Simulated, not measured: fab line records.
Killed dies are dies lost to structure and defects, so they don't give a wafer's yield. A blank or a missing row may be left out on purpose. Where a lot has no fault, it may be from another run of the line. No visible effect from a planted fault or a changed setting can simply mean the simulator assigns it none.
fab line records | flow n5Finfet
record: lots: 7 wafers: 20 lastDay: 18
route steps=1938 shown BEOL_M13@1676 BEOL_M15@1830 PASSIVATION@1936
lots that met no fault: taken from a fault-free run of the same line
startH: hours from the record's opening day to when the first of the lot's shown wafers began | waitH: hours since the lot's step before | " same as the row above | L1.1+2: a single row standing in for several wafers | - no value, or no start was given | * or withheld: withheld | < > ~ a bound
route shown NAME@n: NAME is a module with steps in the file, n the number in the route of the first one | usual: average and standard deviation across the fault-free wafers | same: alike in all rows | chamber/n: place in a boat | sites: per-site readings | _std_site: the standard deviation of these | _edge_site: the outer-site mean with the inner-site mean subtracted | radiusMm: for every site, how far away it sits from the centre of the wafer | mask NAME#n: copy n | behind: the most recent tool/chamber to have shaped the wafer | hold: what put the lot on hold/how long, in hours/how the hold closed | device: the transistor (n, p or np) that didn't switch | end of line: tests run on the same wafers once the route is complete | for a step that has no rows: nothing shown but its recipe | killed: dies lost to structure and defects at the first sort, not the wafer's yield | map: a wafer's dies, marking killed ones x, the rest . and places with no die _
set.NAME: the setting that was run; set.NAME@STEP: the one run at that earlier step | model.NAME: the simulator's own value behind a step, which no gauge read
one table for each step of the route and one row for each wafer, over a sample of lots
services: a tool's chamber out of use, with start hour (startH, from the record's first day; less than 0 if before it), hours out, and reason
== steps ==
step: N5_BEOL_M13_STRIP_64
recipe: chemistry: N2/H2 powerW: 1000 tempC: 250 h2Frac: 0.65 overashFraction: 0.3 pressureMtorr: withheld n2FlowSccm: 1750 h2FlowSccm: 3250
usual: drypumpMotorCurrentA: 5.8/0.31 heaterPowerW: 354/35 oesProductAu: 0.715/0.0044 stripTimeToEndpointS: 31.31/0.084
columns lot.wafer tool chamber startH waitH drypumpMotorCurrentA heaterPowerW oesProductAu rfHoursCounterH stripTimeToEndpointS
L958.1 plasmaAsher-01 0 254.45 0.0 6.0 406 0.715 68 31.44
L958.3 " 0 " " 6.0 398 0.710 - 31.39
L958.6 " 1 " " 5.4 329 0.710 - 31.47
L960.1 plasmaAsher-02 0 265.41 0.0 6.3 371 0.716 125 31.16
L960.3 " 0 " " 6.3 361 0.709 - 31.14
L960.6 " 0 " " 6.3 368 0.716 - 31.14
L968.2 plasmaAsher-02 0 305.27 0.0 6.3 369 0.714 133 31.33
L968.3 " 0 " " 6.3 367 0.715 - 31.37
L968.5 " 0 " " 6.2 370 0.718 - 31.37
L970.1 plasmaAsher-02 1 335.26 0.0 5.8 310 0.712 138 31.38
L970.3 " 0 " " 6.3 367 0.714 - 31.46
L970.4 " 1 " " 5.7 306 0.718 - 31.40
L973.1 plasmaAsher-01 1 340.99 0.0 5.4 329 0.715 87 31.29
L973.5 " 0 " " 6.0 401 0.716 - 31.22
L973.6 " 1 " " 5.5 337 0.716 - 31.25
L979.2 plasmaAsher-01 0 386.53 0.0 6.0 408 0.712 96 31.31
L979.6 " 0 " " 6.0 396 0.711 - 31.37
L981.1 plasmaAsher-02 1 392.73 0.0 5.7 308 0.709 150 31.39
L981.2 " 0 " " 6.3 357 0.706 150 31.33
L981.3 " 0 " " 6.3 364 0.721 - 31.38
step: N5_BEOL_M13_TRENCH_ETCH_34
recipe: chemistry: C4F8/O2/Ar target: SiOC targetDepthA: 4134.7 maskMaterial: SOC pressureMtorr: 30 sourceW: 3000 biasW: 700 Ar_flow_sccm: 400 C4F8_flow_sccm: 15 O2_flow_sccm: 8 heInnerTorr: 15 heOuterTorr: 30 timeS: 162.6 ionEnergyEv: 250
usual: biasW: 700.1/2 drypumpMotorCurrentA: 5.5/0.39 oesProductAu: 0.80/0.081 rfVppV: 666.6/2.5 showerheadPlenumPTorr: 3.46/0.082 throttleValvePct: 24.14/0.25
columns lot.wafer tool chamber startH waitH biasW drypumpMotorCurrentA oesProductAu rfHoursCounterH rfVppV showerheadPlenumPTorr throttleValvePct
L958.1 rieDiel-02 0 255.53 0.0 698.1 5.4 0.93 23 670.7 3.61 23.80
L958.3 " 3 " " 698.2 5.2 0.70 193 668.4 3.54 24.51
L958.6 " 3 " " 697.0 5.1 0.69 - 670.2 3.54 24.49
L960.1 rieDiel-02 2 266.55 0.0 698.9 5.6 0.73 183 665.4 3.38 23.89
L960.3 " 1 " " 701.0 4.9 0.92 19 666.8 3.47 23.86
L960.6 " 2 " " 699.5 5.6 0.74 - 664.3 3.38 23.89
L968.2 rieDiel-02 3 306.24 0.0 700.5 5.2 0.69 206 668.9 3.53 24.52
L968.3 " 1 " " 702.2 4.9 0.90 29 667.0 3.47 23.88
L968.5 " 3 " " 698.5 5.2 0.69 - 667.8 3.53 24.52
L970.1 rieDiel-02 0 336.23 0.0 700.1 5.4 0.88 44 671.7 3.60 23.84
L970.3 " 2 " " 702.0 5.6 0.72 205 665.9 3.37 23.91
L970.4 " 3 " " 698.2 5.2 0.67 217 668.5 3.53 24.53
L973.1 rieDiel-02 1 341.95 0.0 701.9 4.9 0.87 41 667.3 3.46 23.91
L973.5 " 1 " " 699.4 4.9 0.86 - 666.6 3.46 23.91
L973.6 " 0 " " 695.7 5.3 0.89 - 671.0 3.60 23.82
L979.2 rieDiel-02 1 387.49 0.0 700.7 4.9 1.07 57 666.0 3.45 23.99
L979.6 " 2 " " 699.9 5.6 0.87 - 665.0 3.36 23.98
L981.1 rieDiel-04 0 394.23 0.0 698.4 5.9 0.71 198 665.3 3.41 24.15
L981.2 " 2 " " 698.0 6.4 0.79 113 666.4 3.44 24.41
L981.3 " 3 " " 700.0 5.7 0.79 102 665.9 3.46 24.43
step: N5_BEOL_M13_OCD_MEAS_35
usual: trenchDepthNm: 413/7
columns lot.wafer tool chamber startH waitH trenchDepthNm
L958.1 ocd-02 - 255.71 0.0 425
L958.3 " - " " 406
L958.6 " - " " 406
L960.1 ocd-01 - 266.72 0.0 413
L960.3 " - " " 417
L960.6 " - " " 413
L968.2 ocd-01 - 306.42 0.0 408
L968.3 " - " " 416
L968.5 " - " " 407
L970.1 ocd-01 - 336.40 0.0 424
L970.3 " - " " 408
L970.4 " - " " 406
L973.1 ocd-01 - 342.13 0.0 411
L973.5 " - " " 409
L973.6 " - " " 424
L979.2 ocd-02 - 387.67 0.0 576
L979.6 " - " " 563
L981.1 ocd-01 - 394.41 0.0 404
L981.2 " - " " 408
L981.3 " - " " 413
step: N5_BEOL_M13_SPUTTER_44
recipe: material: Ta targetThkA: 100 tempC: 50 biasV: 80 powerW: 15000 chamberPressurePa: 0.07 timeS: 16.13
usual: throttleValvePct: 30.2/1.3
columns lot.wafer tool chamber startH waitH throttleValvePct
L958.1 pvdSputter-03 - 256.85 0.0 32.1
L958.3 " - " " 28.6
L958.6 " - " " 29.2
L960.1 pvdSputter-03 - 268.94 0.0 31.7
L960.3 " - " " 28.9
L960.6 " - " " 28.4
L968.2 pvdSputter-03 - 308.33 0.0 28.7
L968.3 " - " " 28.5
L968.5 " - " " 32.4
L970.1 pvdSputter-01 - 338.45 0.0 31.5
L970.3 " - " " 28.5
L970.4 " - " " 30.1
L973.1 pvdSputter-02 - 344.72 0.0 30.9
L973.5 " - " " 29.1
L973.6 " - " " 30.7
L979.2 pvdSputter-03 - 389.67 0.0 31.8
L979.6 " - " " 29.0
L981.1 pvdSputter-03 - 399.18 3.1 28.3
L981.2 " - " " 31.5
L981.3 " - " " 31.9
step: N5_BEOL_M13_SPUTTER_45
recipe: material: Cu targetThkA: 800 tempC: -20 biasV: 60 powerW: 26000 chamberPressurePa: 0.13 timeS: 13.33
usual: throttleValvePct: 30.2/1.3
columns lot.wafer tool chamber startH waitH throttleValvePct
L958.1 pvdSputter-03 - 256.93 0.0 32.0
L958.3 " - " " 28.9
L958.6 " - " " 29.0
L960.1 pvdSputter-03 - 269.02 0.0 31.4
L960.3 " - " " 28.9
L960.6 " - " " 28.5
L968.2 pvdSputter-03 - 308.41 0.0 29.0
L968.3 " - " " 28.7
L968.5 " - " " 32.2
L970.1 pvdSputter-01 - 338.53 0.0 31.2
L970.3 " - " " 28.7
L970.4 " - " " 30.4
L973.1 pvdSputter-02 - 344.80 0.0 30.9
L973.5 " - " " 29.0
L973.6 " - " " 30.5
L979.2 pvdSputter-03 - 389.75 0.0 32.1
L979.6 " - " " 28.9
L981.1 pvdSputter-03 - 399.26 0.0 28.8
L981.2 " - " " 31.4
L981.3 " - " " 32.3
step: N5_BEOL_M13_THK_MEAS_50
recipe: thkMeasGauge: xrf reads: Cu_of_BEOL_M13_ECD_47
usual: M13_THK: 406/7.5
columns lot.wafer tool chamber startH waitH M13_THK[nm]
L958.1 filmMetro-01 - 258.07 - 418
L958.3 " - " " 396
L958.6 " - " " 398
L960.1 filmMetro-01 - 270.53 - 407
L960.3 " - " " 409
L960.6 " - " " 406
L968.2 filmMetro-01 - 309.39 - 402
L968.3 " - " " 411
L968.5 " - " " 402
L970.1 filmMetro-01 - 339.40 - 413
L970.3 " - " " 401
L970.4 " - " " 398
L973.1 filmMetro-02 - 345.67 - 404
L973.5 " - " " 401
L973.6 " - " " 414
L979.2 filmMetro-01 - 390.62 - 561
L979.6 " - " " 545
L981.1 filmMetro-01 - 400.13 - 392
L981.2 " - " " 401
L981.3 " - " " 403
step: N5_BEOL_M13_RS_MEAS_54
recipe: thkMeasGauge: four-point-probe reads: Cu_of_BEOL_M13_ECD_47+Ta_of_BEOL_M13_SPUTTER_44+TaN_of_BEOL_M13_SPUTTER_43
usual: M13_RS: 0.0450/0.00078
columns lot.wafer tool chamber startH waitH M13_RS[ohm/sq]
L958.1 filmMetro-01 - 258.20 0.0 0.0436
L958.3 " - " " 0.0460
L958.6 " - " " 0.0456
L960.1 filmMetro-01 - 270.66 0.0 0.0451
L960.3 " - " " 0.0447
L960.6 " - " " 0.0447
L968.2 filmMetro-02 - 309.51 0.1 0.0454
L968.3 " - " " 0.0444
L968.5 " - " " 0.0455
L970.1 filmMetro-02 - 339.56 0.1 0.0440
L970.3 " - " " 0.0455
L970.4 " - " " 0.0457
L973.1 filmMetro-01 - 345.80 0.0 0.0449
L973.5 " - " " 0.0456
L973.6 " - " " 0.0437
L979.2 filmMetro-01 - 390.75 0.1 0.0320
L979.6 " - " " 0.0328
L981.1 filmMetro-02 - 400.26 0.0 0.0461
L981.2 " - " " 0.0452
L981.3 " - " " 0.0449
step: N5_BEOL_M15_RC_MEAS_101
usual: COMB_M10: 1.5e-11/3.1e-12 COMB_M11: 1.5e-11/3.1e-12 COMB_M12: 7e-12/1.3e-12 COMB_M14: 4.1e-12/7.1e-13 COMB_M14_max_site: 5.8e-12/1.2e-12 COMB_M15: 3.2e-12/5.9e-13 COMB_M15_max_site: 4.3e-12/8.2e-13 COMB_M5: 3.7e-11/7.8e-12 COMB_M6: 2.6e-11/5.1e-12 COMB_M7: 2.5e-11/5.4e-12 COMB_M8: 2.7e-11/5.7e-12 COMB_M9: 1.5e-11/3e-12 SERP_M10: 3.07/0.091 SERP_M11: 3.10/0.076 SERP_M12: 0.632/0.016 SERP_M12_max_site: 0.645/0.016 SERP_M13: 0.310/0.0062 SERP_M13_max_site: 0.313/0.0065 SERP_M14: 0.159/0.0051 SERP_M5: 38.9/1.7 SERP_M6: 13.7/0.57 SERP_M6_max_site: 14.3/0.64 SERP_M7: 14.0/0.52 SERP_M8: 13.6/0.59 SERP_M9: 3.08/0.082
columns lot.wafer tool chamber startH waitH COMB_M10[S/m] COMB_M11[S/m] COMB_M12[S/m] COMB_M14[S/m] COMB_M14_max_site[S/m] COMB_M15[S/m] COMB_M15_max_site[S/m] COMB_M5[S/m] COMB_M6[S/m] COMB_M7[S/m] COMB_M8[S/m] COMB_M9[S/m] SERP_M10[ohm/um] SERP_M11[ohm/um] SERP_M12[ohm/um] SERP_M12_max_site[ohm/um] SERP_M13[ohm/um] SERP_M13_max_site[ohm/um] SERP_M14[ohm/um] SERP_M5[ohm/um] SERP_M6[ohm/um] SERP_M6_max_site[ohm/um] SERP_M7[ohm/um] SERP_M8[ohm/um] SERP_M9[ohm/um]
L958.1 prober-01 0 272.61 0.0 1.5e-11 1.2e-11 8e-12 4.3e-12 5.7e-12 2.4e-12 3.8e-12 2.6e-11 2.6e-11 3.2e-11 2.1e-11 1.3e-11 2.78 3.01 0.625 0.639 0.302 0.305 0.159 37.4 14.2 14.6 14.8 13.2 3.05
L958.3 " 0 " " 1.4e-11 1.4e-11 9.4e-12 4.1e-12 5.2e-12 3e-12 4.1e-12 4.9e-11 3.3e-11 3.2e-11 2.8e-11 1.6e-11 3.03 3.14 0.613 0.629 0.312 0.315 0.163 39.3 13.6 14.2 14.7 13.7 3.09
L958.6 " 0 " " 1.2e-11 1.4e-11 6.2e-12 3.4e-12 3.8e-12 3e-12 3.8e-12 2.6e-11 2.7e-11 3.5e-11 3.3e-11 1.5e-11 2.90 3.04 0.605 0.618 0.315 0.318 0.167 38.2 14.4 14.9 14.9 12.8 3.02
L960.1 prober-01 0 284.35 0.0 1.5e-11 1.1e-11 7.4e-12 6.4e-12 8.9e-12 2.3e-12 3.1e-12 3.1e-11 2e-11 3.1e-11 2.9e-11 1.3e-11 3.12 3.00 0.636 0.652 0.312 0.317 0.164 40.8 15.5 16.3 13.7 14.3 3.16
L960.3 " 0 " " 2.1e-11 1.5e-11 7.3e-12 4.3e-12 5.2e-12 2.6e-12 3.5e-12 3.6e-11 1.7e-11 3.3e-11 2.4e-11 1.3e-11 2.97 3.10 0.657 0.666 0.300 0.304 0.165 40.5 13.6 14.3 13.5 13.4 2.99
L960.6 " 0 " " 1.6e-11 1e-11 6.4e-12 4.3e-12 5.3e-12 3.8e-12 4.8e-12 4e-11 3.1e-11 2.6e-11 2.5e-11 1.2e-11 2.91 3.26 0.661 0.679 0.308 0.312 0.163 41.2 14.0 14.6 13.1 12.8 3.09
L968.2 prober-01 0 320.55 0.2 1e-11 1.6e-11 6.4e-12 3.5e-12 5.6e-12 3.5e-12 4.5e-12 2.7e-11 2e-11 2.3e-11 3e-11 1.1e-11 2.99 3.01 0.600 0.611 0.308 0.311 0.155 40.1 13.7 14.2 14.3 14.6 3.17
L968.3 " 0 " " 1.1e-11 1.3e-11 5.9e-12 4.7e-12 7.3e-12 3.1e-12 3.8e-12 4.7e-11 2.3e-11 2.4e-11 2.5e-11 1.5e-11 2.97 3.07 0.628 0.634 0.298 0.302 0.154 41.2 14.3 14.7 15.1 14.2 3.00
L968.5 " 0 " " 1.1e-11 1.3e-11 8e-12 4.1e-12 5e-12 2.9e-12 3.5e-12 3.8e-11 2.4e-11 2.8e-11 2.3e-11 1.6e-11 3.03 3.00 0.630 0.640 0.305 0.309 0.168 40.4 13.5 14.0 14.0 13.0 3.08
L970.1 prober-02 0 351.12 0.0 1.9e-11 1.5e-11 6.5e-12 5e-12 6.6e-12 3.7e-12 4.6e-12 3.7e-11 2.2e-11 3e-11 3.4e-11 1.5e-11 3.27 3.14 0.624 0.635 0.303 0.306 0.157 41.2 12.9 13.9 14.3 14.2 3.00
L970.3 " 0 " " 1.6e-11 1.3e-11 5.3e-12 4.4e-12 8.6e-12 2.4e-12 2.6e-12 3e-11 2.1e-11 3.3e-11 2.8e-11 1.4e-11 3.03 3.15 0.614 0.629 0.313 0.317 0.166 40.0 13.4 13.9 13.3 14.8 3.09
L970.4 " 0 " " 1.5e-11 2e-11 4.9e-12 4.2e-12 5.1e-12 2.7e-12 3.6e-12 2.9e-11 1.8e-11 2.3e-11 3.4e-11 2e-11 3.09 2.90 0.637 0.652 0.316 0.319 0.155 38.0 14.5 15.1 13.6 14.1 3.13
L973.1 prober-01 0 355.65 0.0 1.3e-11 1.5e-11 7.3e-12 3.3e-12 6.6e-12 2.4e-12 3.1e-12 4.6e-11 2e-11 3.2e-11 1.8e-11 1e-11 3.15 3.10 0.657 0.668 0.309 0.312 0.167 38.8 12.7 13.1 14.5 14.6 3.11
L973.5 " 0 " " 1.6e-11 1.4e-11 7.4e-12 3.8e-12 7e-12 2.6e-12 3.2e-12 4e-11 2.7e-11 4.4e-11 2.4e-11 1.2e-11 3.10 3.09 0.650 0.665 0.312 0.315 0.158 38.5 14.2 14.6 13.8 13.5 3.23
L973.6 " 0 " " 1.2e-11 1.4e-11 6.6e-12 3.8e-12 4.9e-12 2.8e-12 3.8e-12 3.9e-11 2.9e-11 2.4e-11 3e-11 1.4e-11 3.29 3.12 0.641 0.656 0.301 0.303 0.155 40.4 13.0 13.0 13.5 14.3 3.12
L979.2 prober-02 0 401.92 0.2 1.9e-11 1.5e-11 5.1e-12 4.8e-12 8.8e-12 2.8e-12 4.1e-12 3.3e-11 2.1e-11 2.6e-11 2.4e-11 1.4e-11 3.16 3.00 0.667 0.689 0.216 0.219 0.152 37.3 13.5 13.7 14.6 13.5 3.35
L979.6 " 0 " " 1.8e-11 1.9e-11 7.2e-12 4.8e-12 6.6e-12 2.9e-12 4.4e-12 2.7e-11 3.8e-11 2.4e-11 3.2e-11 1.6e-11 3.17 3.09 0.635 0.647 0.225 0.227 0.152 38.6 13.8 14.2 14.4 12.6 3.27
L981.1 prober-01 0 414.31 0.0 1.3e-11 2.2e-11 8.7e-12 3.8e-12 5e-12 3.9e-12 5.3e-12 3.1e-11 2.4e-11 2.1e-11 3.5e-11 1.7e-11 3.08 3.07 0.624 0.633 0.316 0.319 0.155 39.2 13.9 14.2 14.6 13.1 3.04
L981.2 " 0 " " 1.7e-11 2.1e-11 5.6e-12 4.9e-12 6.5e-12 3.5e-12 4.3e-12 3.6e-11 2.8e-11 3.2e-11 2.9e-11 1.6e-11 3.20 3.03 0.637 0.657 0.316 0.319 0.164 40.0 14.5 15.2 14.5 13.1 3.01
L981.3 " 0 " " 1.9e-11 1.6e-11 5.7e-12 3.4e-12 4e-12 3.8e-12 4.5e-12 4.8e-11 2.6e-11 2.3e-11 2.5e-11 1.5e-11 3.18 3.21 0.616 0.628 0.312 0.317 0.164 40.3 13.5 14.2 13.9 13.6 2.99
sites SERP_M13 radiusMm=0,75,75,75,75,140,140,140,140
L958.1 0.297 0.300 0.304 0.301 0.301 0.302 0.305 0.303 0.302
L960.1 0.309 0.311 0.312 0.311 0.311 0.317 0.312 0.317 0.315
L968.2 0.308 0.311 0.309 0.311 0.311 0.305 0.305 0.306 0.305
L970.1 0.299 0.303 0.300 0.303 0.302 0.304 0.303 0.306 0.306
L973.1 0.305 0.312 0.309 0.312 0.309 0.310 0.305 0.308 0.310
L979.2 0.216 0.216 0.217 0.215 0.219 0.212 0.216 0.216 0.216
L981.1 0.319 0.315 0.316 0.315 0.316 0.319 0.315 0.317 0.316
step: N5_PASSIVATION_PROBE_49
usual: defectLimitedYield: 91.4/1.5 killed_at_M0_to_M3: 34/10 killed_at_M4_up: 15/6 killedAtContacts: 12/6 killedAtFrontEnd: 37/11 killedAtOther: 3.3/2.8 killedDies: 101/18 killedOpen: 66/14 killedShort: 33/7.8 sort_bin_5_function: 5.0/0.97 sort_bin_6_memory: 3.2/0.72 sortNPass: 1079/18 sortYieldPct: 91.4/1.5
same: grossDies: 1180 killedAtBackSide: 0 sort_bin_4_leakage[%]: 0 sort_bin_8_speed[%]: 0
columns lot.wafer tool chamber startH waitH defectLimitedYield[%] killed_at_M0_to_M3 killed_at_M4_up killedAtContacts killedAtFrontEnd killedAtOther killedDies killedOpen killedShort sort_bin_5_function[%] sort_bin_6_memory[%] sortNPass sortYieldPct[%]
L968.3 prober-01 - 333.97 0.1 93.9 37 7 9 18 1 72 49 23 3.3 2.5 1108 93.9
L981.1 prober-01 - 429.95 0.0 88.8 41 18 18 49 6 132 97 30 6.5 4.5 1048 88.8
L981.2 prober-01 - 430.00 0.1 88.2 23 33 20 59 4 139 107 31 7.7 4.0 1041 88.2
L981.3 prober-01 - 430.05 0.1 91.9 24 28 6 32 5 95 69 24 5.2 2.6 1085 91.9
killed by level:class
L968.3 MOL_CONTACT_COAG:geometricParticle:open=7 BEOL_M3:geometricParticle:short=7 BEOL_M2:geometricParticle:open=6 BEOL_M3:geometricParticle:open=6 STI_FIN_REVEAL:geometricParticle:open=5 BEOL_M0_SAQP:geometricParticle:open=5 BEOL_M0_SAQP:geometricParticle:short=5 BEOL_M1:geometricParticle:open=5
L981.1 BEOL_M2:geometricParticle:open=15 MOL_CONTACT_COAG:geometricParticle:open=15 FIN_SAQP:geometricParticle:open=14 FIN_SAQP:geometricParticle:short=10 STI_FIN_REVEAL:geometricParticle:open=9 BEOL_M1:geometricParticle:open=8 STARTING-WAFER:geometricParticle:open=7 BEOL_M4:geometricParticle:open=5
L981.2 BEOL_M4:geometricParticle:open=19 MOL_CONTACT_COAG:geometricParticle:open=19 GATE_CUT:geometricParticle:open=12 FIN_SAQP:geometricParticle:open=10 FIN_SAQP:geometricParticle:short=8 STI_FIN_REVEAL:geometricParticle:open=8 GATE_CUT:geometricParticle:short=6 BEOL_M2:geometricParticle:open=6
L981.3 BEOL_M4:geometricParticle:open=18 BEOL_M2:geometricParticle:open=8 FIN_SAQP:geometricParticle:open=7 BEOL_M3:geometricParticle:open=7 BEOL_M4:geometricParticle:short=5 FIN_SAQP:geometricParticle:short=4 MOL_CONTACT_COAG:geometricParticle:open=4 STI_FIN_REVEAL:geometricParticle:open=3
== services ==
columns tool chamber startH hours kind
plasmaAsher-01 - 253.06 1.2 repair
rieDiel-02 3 264.08 11.4 repair
rieDiel-02 - 271.71 2.8 pm
rieDiel-02 - 300.28 4.0 repair
rieDiel-02 0 322.58 9.6 repair
rieDiel-04 1 330.34 2.0 repair
pvdSputter-03 - 332.92 11.1 repair
rieDiel-02 - 337.47 0.7 repair
pvdSputter-02 - 346.78 6.9 repair
plasmaAsher-02 - 362.13 2.8 pm
rieDiel-04 0 384.21 6.8 repair
== key ==
firstSign: step: N5_BEOL_M13_OCD_MEAS_35 reading: trenchDepthNm direction: up sigmas: 22 usual: 413 struck: 569
effect: step: N5_BEOL_M13_THK_MEAS_50 reading: M13_THK direction: up sigmas: 20 usual: 406 struck: 553
effect: step: N5_BEOL_M13_RS_MEAS_54 reading: M13_RS direction: down sigmas: 16 usual: 0.0450 struck: 0.0324
effect: step: N5_BEOL_M15_RC_MEAS_101 reading: SERP_M13 direction: down sigmas: 14 usual: 0.310 struck: 0.220
metAt N5_BEOL_M13_TRENCH_ETCH_34
struckLots L979
struckWafers L979.2,L979.6
notActingAt N5_BEOL_M13_STRIP_64,N5_BEOL_M13_SPUTTER_44,N5_BEOL_M13_SPUTTER_45
onsetBetween 341.95 387.49
fault: kind: processParameterDrift tool: rieDiel-02 chamber: - onsetH: 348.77 steps: N5_BEOL_M13_TRENCH_ETCH_34 channel: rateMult offset: 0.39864 shape: step endH: 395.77 scope: struckWafersOnly
